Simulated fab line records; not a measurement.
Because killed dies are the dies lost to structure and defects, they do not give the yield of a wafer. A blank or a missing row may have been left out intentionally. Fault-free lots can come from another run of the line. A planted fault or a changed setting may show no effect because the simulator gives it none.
Problem report in the 8D (eight disciplines) form, filled by code	flow nand_harc	the parts of the form that need people (team, actions taken, sign-off) are left out

== 1. WHAT IS WRONG ==
Wafers without a fault read 1004 nm, standard deviation 8.5; thk_nm at NHARC_A_ONON_D1_THK_MEAS_21 reads a mean of 960 nm on 11 wafers belonging to 4 lots. That puts it -5.2 standard deviations away from the usual mean.
The step: measures by ellipsometry.
First seen on wafer L686.1, day 11 03:57, on film_metro-02. The record has a number at this step for 47 wafers belonging to 16 lots. The rule behind "out" and "out of limits": a value lying over 4 standard deviations away from the usual mean. The rest of the wafers with a number are treated as sound.

== 2. WHAT IT IS, WHAT IT ISN'T ==
question	is	is not
which readings at this step	thk_nm	-
which lots	L686, L688, L690, L691	L674, L675, L677, L678, L679, L681, L682, L684, L685, L692, L693, L697
which wafers of those lots	all that have a number	-
read on which gauges	film_metro-01, film_metro-02	-
when	from day 11 03:57	up to then (24 sound wafers); but 12 sound wafers of L685, L692, L693, L697 came after

== 3. SUSPECTS, AND WHAT RULES EACH OUT ==
Counting: any tool at a process step up to the reading is kept as a suspect provided that every lot that is out went through it and no sound lot did after the first of them.
- ruled out: the gauge at NHARC_A_ONON_D1_THK_MEAS_21. Those wafers that are out were read across 2 gauges (film_metro-01, film_metro-02).
- rie_si-06 at NHARC_A_ZERO_WELL_ETCH_13 (etches the open film in HBr/Cl2, target depth 120 nm, time 40.1 s): ruled out as a lasting fault. Sound lots L692, L697 ran on it after its first lot that is out, L688 (day 9 18:51).
- pecvd_onon-02 at NHARC_A_ONON_D1_DEP_19 (target thk 1000 nm): kept. It processed each lot that is out, first L686 at day 11 03:26, and no sound lot thereafter; up to then, the last sound lot it processed was L684 at day 9 22:31.
Remaining after the count: pecvd_onon-02 at NHARC_A_ONON_D1_DEP_19.

== 4. THE CAUSE (what the simulator had put in) ==
Process parameters drifting: pecvd_onon-02 at NHARC_A_ONON_D1_DEP_19, beginning at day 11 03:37. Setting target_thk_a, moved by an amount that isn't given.
The count eliminated every tool but this one.

== 5. THE EFFECT CHAIN, in route order ==
Each row: a reading whose mean over the struck wafers that have a number lies more than 3 standard deviations from the usual. Only readings whose record carries a usual standard deviation are examined. hours: median over the lots of the time between each lot's start at the first step of this table that gives one and its start at this step. sigmas: the change, counted in usual standard deviations.
hours	step	reading	usual	on struck wafers	change	sigmas
0	NHARC_A_ONON_D1_THK_MEAS_21	thk_nm	1004 nm	960	-44	-5.2

== 6. HOW IT WOULD HAVE BEEN CAUGHT EARLIER ==
In this record the first reading out of limits at a measuring or inspecting step was taken at day 11 03:57, 0 hours after the fault began at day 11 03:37.
No tool reading at NHARC_A_ONON_D1_DEP_19 that has a usual standard deviation in the record was out on any struck wafer, so an alarm limit of 4 standard deviations on those readings would not have fired.
Lots out: 4; of these, L690, L691 started NHARC_A_ONON_D1_DEP_19 on pecvd_onon-02 after day 11 03:57. A hold on the tool at that time would have spared those 2.
